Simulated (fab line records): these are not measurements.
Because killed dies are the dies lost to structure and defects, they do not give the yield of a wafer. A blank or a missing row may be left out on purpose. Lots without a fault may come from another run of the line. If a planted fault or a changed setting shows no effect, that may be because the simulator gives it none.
Comparing a struck lot with a sound one :: flow n5_finfet :: 36 out of 1938 route steps
Sound: wafers L753.2, L753.3, L753.5. Wafers L756.3, L756.5, L756.6 were the ones struck. The cause comes at the end.
Per side, at each step with rows, come the tool, then ch with its chambers, and then its first start. Under that, the readings that differ: sound wafers :: struck wafers :: difference of the means :: sigmas: that difference in standard deviations of wafers without a fault.
alike: words and numbers the same on both sides, and readings whose means are apart by under 2 such deviations; not compared: readings that were withheld, readings missing a value for some wafer, numbers with overlapping values and no deviation given by the record, and bounds like >300 which may hide the same value.
The two part at a step that has a row with sigmas, a row that says differs or no value, or rows on one side only. Numbers that don't overlap but have no deviation are shown without sigmas and don't part them. Lack of a reading on every wafer of one side parts them only where that side has two or more wafers.

first, 9 steps without rows for these wafers: N5_BEOL_M4_ANNEAL_95 (time 240 s); N5_BEOL_M4_SPUTTER_96 (material Cu, target thk 4.5 nm, time 8.29 s); N5_BEOL_M4_ECD_50 (material Cu, target thk 300 nm); N5_BEOL_M4_ANNEAL_51 (time 90 s); N5_BEOL_M4_CMP_52 (polishes, stops on SiOC, t overpolish 6.8 s, target thk 40 nm); N5_BEOL_M4_PRE_CLEAN_60 (time 15 s); N5_BEOL_M4_CO_CAP_55 (material Co, precursor CCTBA/H2, target thk 2 nm, time 102.1 s); N5_BEOL_M4_PRE_CLEAN_56 (time 15 s); N5_BEOL_M4_DEP_57 (deposits SiCN from 3MS/NH3, target thk 8 nm, time 14 s).
N5_BEOL_M4_RC_MEAS_101:
  sound on prober-02 ch 0, day 11 12:56; struck on prober-02 ch 0, day 12 02:12
  alike: DIBL_N, DIBL_P, IOFF_N, IOFF_P, ION_N, ION_P, SS_N, SS_P, VT_N, VT_P
then, 24 steps without rows for these wafers: N5_BEOL_M5_ILD_DEP_00 (deposits SiCOH lowk from DEMS/porogen, target thk 140.64 nm, time 25.9 s); N5_BEOL_M5_CURE_79 (cures SiCOH lowk, time 240 s); N5_BEOL_M5_PECVD_70 (deposits SiO2 from TEOS/O2, target thk 16 nm, time 18 s); N5_BEOL_M5_HM_DEP_02 (deposits TiN, target thk 20 nm); N5_BEOL_M5_COAT_59 (time 60 s, resist thk 60 nm); N5_BEOL_M5_COAT_60 (time 60 s, resist thk 12 nm); N5_BEOL_M5_COAT_71 (time 60 s, resist thk 5 nm); N5_BEOL_M5_COAT_05 (resist thk 30 nm); N5_BEOL_M5_EBR_07; N5_BEOL_M5_SOFTBAKE_06 (time 60 s); N5_BEOL_M5_EXPOSE_08 (exposes mask M5, target cd 28 nm); N5_BEOL_M5_PEB_09 (peb time 60 s); N5_BEOL_M5_DEVELOP_10 (develop time 30 s); N5_BEOL_M5_DESCUM_16 (chemistry O2, time 7 s); N5_BEOL_M5_ETCH_72 (etches underlayer in N2/H2, target depth 6.5 nm, time 5.2 s); N5_BEOL_M5_ETCH_61 (etches SiARC in CF4, target depth 15.6 nm, time 26 s); N5_BEOL_M5_ETCH_62 (etches SOC in N2/H2, target depth 75 nm, overetch 15 nm, time 112.5 s); N5_BEOL_M5_STRIP_63 (strips in N2/H2); N5_BEOL_M5_STRIP_73 (strips in N2/H2); N5_BEOL_M5_STRIP_64 (strips in CF4); N5_BEOL_M5_HM_OPEN_17 (chemistry Cl2/BCl3, target TiN, target depth 20 nm, overetch 6 nm); N5_BEOL_M5_STRIP_19 (strips in O2); N5_BEOL_M5_COAT_65 (time 60 s, resist thk 60 nm); N5_BEOL_M5_COAT_66 (time 60 s, resist thk 12 nm).
N5_BEOL_M5_EXPOSE_25: exposes mask V4, defocus 10 nm.
  sound on euv_scanner-02 ch 0, day 11 17:34; struck on euv_scanner-02 ch 0, day 12 05:09
  alike: mask
-- the record jumps here: 5 days lie between the struck wafers' starts before and after (it left off in module BEOL_M5 and takes up again in module PASSIVATION, whose first step shown is number 1936 of the route) --
N5_PASSIVATION_PROBE_49:
  sound: prober-01 at day 15 15:38; struck: prober-01 at day 17 06:19
reading: defect_limited_yield (%)
sound: 90.9 92.1 91.5
struck: 0 90.1 75.5
difference: -36
sigmas: -26

reading: killed_at_M4_up
sound: 15 19 15
struck: 1085 25 210
difference: +424
sigmas: +78

reading: killed_dies
sound: 107 93 100
struck: 1180 117 289
difference: +429
sigmas: +27

reading: killed_on_rim
sound: 14 9 10
struck: 152 18 33
difference: +57
sigmas: +14

reading: sort_bin_5_function (%)
sound: 6.1 3.8 5.1
struck: 6.1 5.9 13.1
difference: +3.4
sigmas: +4

reading: sort_bin_6_memory (%)
sound: 2.6 3.6 3.3
struck: 3.0 3.6 10.3
difference: +2.5
sigmas: +4

reading: sort_n_pass
sound: 1073 1087 1080
struck: 0 1063 891
difference: -429
sigmas: -25

reading: sort_yield_pct (%)
sound: 90.9 92.1 91.5
struck: 0 90.1 75.5
difference: -36
sigmas: -26
  alike: killed_at_M0_to_M3, killed_at_contacts, killed_at_front_end, killed_at_other, killed_open, killed_short

== WHERE THEY PART ==
Within this record, at N5_PASSIVATION_PROBE_49 only.

WHY: the cause the simulator had injected
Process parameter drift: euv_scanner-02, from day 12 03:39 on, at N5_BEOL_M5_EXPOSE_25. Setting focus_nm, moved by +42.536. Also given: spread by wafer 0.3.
